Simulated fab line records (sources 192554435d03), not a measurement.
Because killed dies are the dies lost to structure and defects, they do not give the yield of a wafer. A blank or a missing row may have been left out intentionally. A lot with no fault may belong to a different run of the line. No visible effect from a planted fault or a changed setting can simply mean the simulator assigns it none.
Matching of chambers || flow n5Finfet || rieDiel-02 running N5_MOL_CONTACT_COAG_ETCH_48: 4 sister chambers
The step etches SiOC in C4F6/O2, target depth 15 nm, overetch 4.5 nm, time 17 s. 16 wafers are shown with their chamber, then 8 later ones without.

## EACH WAFER AND ITS CHAMBER
{"wafer": "L075.2", "chamber": 1, "rfVppV (V)": 1591, "throttleValvePct (%)": 40.7, "oes_o_777_au (a.u.)": 0.74}
{"wafer": "L075.4", "chamber": 2, "rfVppV (V)": 1661, "throttleValvePct (%)": 40.3, "oes_o_777_au (a.u.)": 0.89}
{"wafer": "L075.6", "chamber": 1, "rfVppV (V)": 1590, "throttleValvePct (%)": 40.6, "oes_o_777_au (a.u.)": 0.73}
{"wafer": "L078.1", "chamber": 1, "rfVppV (V)": 1591, "throttleValvePct (%)": 40.7, "oes_o_777_au (a.u.)": 0.73}
{"wafer": "L078.2", "chamber": 3, "rfVppV (V)": 1578, "throttleValvePct (%)": 40.5, "oes_o_777_au (a.u.)": 0.96}
{"wafer": "L078.5", "chamber": 0, "rfVppV (V)": 1602, "throttleValvePct (%)": 40.2, "oes_o_777_au (a.u.)": 0.89}
{"wafer": "L080.4", "chamber": 1, "rfVppV (V)": 1589, "throttleValvePct (%)": 40.7, "oes_o_777_au (a.u.)": 0.73}
{"wafer": "L080.5", "chamber": 0, "rfVppV (V)": 1600, "throttleValvePct (%)": 40.2, "oes_o_777_au (a.u.)": 0.88}
{"wafer": "L080.6", "chamber": 3, "rfVppV (V)": 1578, "throttleValvePct (%)": 40.5, "oes_o_777_au (a.u.)": 0.95}
{"wafer": "L082.3", "chamber": 3, "rfVppV (V)": 1577, "throttleValvePct (%)": 40.5, "oes_o_777_au (a.u.)": 0.93}
{"wafer": "L082.4", "chamber": 0, "rfVppV (V)": 1601, "throttleValvePct (%)": 40.2, "oes_o_777_au (a.u.)": 0.88}
{"wafer": "L082.6", "chamber": 2, "rfVppV (V)": 1661, "throttleValvePct (%)": 40.3, "oes_o_777_au (a.u.)": 0.87}
{"wafer": "L085.3", "chamber": 1, "rfVppV (V)": 1589, "throttleValvePct (%)": 40.7, "oes_o_777_au (a.u.)": 0.72}
{"wafer": "L085.5", "chamber": 2, "rfVppV (V)": 1664, "throttleValvePct (%)": 40.3, "oes_o_777_au (a.u.)": 0.87}
{"wafer": "L085.6", "chamber": 3, "rfVppV (V)": 1577, "throttleValvePct (%)": 40.5, "oes_o_777_au (a.u.)": 0.91}
{"wafer": "L091.1", "chamber": 3, "rfVppV (V)": 1576, "throttleValvePct (%)": 40.5, "oes_o_777_au (a.u.)": 0.89}

SIGNATURES, as means of the wafers listed above
{"reading": "rfVppV", "chamber 0": 1601.00, "chamber 1": 1590.00, "chamber 2": 1662.00, "chamber 3": 1577.20, "scatter within a chamber": 1.11}
{"reading": "throttleValvePct", "chamber 0": 40.200, "chamber 1": 40.680, "chamber 2": 40.300, "chamber 3": 40.500, "scatter within a chamber": 0.0258}
{"reading": "oes_o_777_au", "chamber 0": 0.8833, "chamber 1": 0.7300, "chamber 2": 0.8767, "chamber 3": 0.9280, "scatter within a chamber": 0.0178}
Rule: a wafer's distance from a chamber is the root of the sum, over the readings, of the square of ((its reading less the chamber's mean) divided by the reading's scatter). If the next closest chamber is less than 2 further off than the closest, the wafer can't be placed; otherwise it belongs to the closest. The scatter is the square root of a quotient: the sum, over the shown wafers, of each reading's squared deviation from its chamber's mean, divided by wafers minus chambers.

## WAFERS WITH NO CHAMBER GIVEN
{"wafer": "L091.4", "rfVppV (V)": 1588, "throttleValvePct (%)": 40.7, "oes_o_777_au (a.u.)": 0.71}
{"wafer": "L091.5", "rfVppV (V)": 1588, "throttleValvePct (%)": 40.7, "oes_o_777_au (a.u.)": 0.71}
{"wafer": "L095.3", "rfVppV (V)": 1661, "throttleValvePct (%)": 40.3, "oes_o_777_au (a.u.)": 0.84}
{"wafer": "L095.5", "rfVppV (V)": 1600, "throttleValvePct (%)": 40.3, "oes_o_777_au (a.u.)": 0.83}
{"wafer": "L095.6", "rfVppV (V)": 1577, "throttleValvePct (%)": 40.5, "oes_o_777_au (a.u.)": 0.87}
{"wafer": "L097.2", "rfVppV (V)": 1577, "throttleValvePct (%)": 40.5, "oes_o_777_au (a.u.)": 0.86}
{"wafer": "L097.4", "rfVppV (V)": 1600, "throttleValvePct (%)": 40.3, "oes_o_777_au (a.u.)": 0.83}
{"wafer": "L097.5", "rfVppV (V)": 1576, "throttleValvePct (%)": 40.5, "oes_o_777_au (a.u.)": 0.86}

## THE CHAMBER EACH PASSED THROUGH
{"wafer": "L091.4", "from the rows above": 1, "in truth": 1}
{"wafer": "L091.5", "from the rows above": 1, "in truth": 1}
{"wafer": "L095.3", "from the rows above": 2, "in truth": 2}
{"wafer": "L095.5", "from the rows above": 0, "in truth": 0}
{"wafer": "L095.6", "from the rows above": 3, "in truth": 3}
{"wafer": "L097.2", "from the rows above": 3, "in truth": 3}
{"wafer": "L097.4", "from the rows above": 0, "in truth": 0}
{"wafer": "L097.5", "from the rows above": 3, "in truth": 3}
Correctly placed: 8 of 8. Number that these rows cannot place: 0. Wrongly placed: 0.
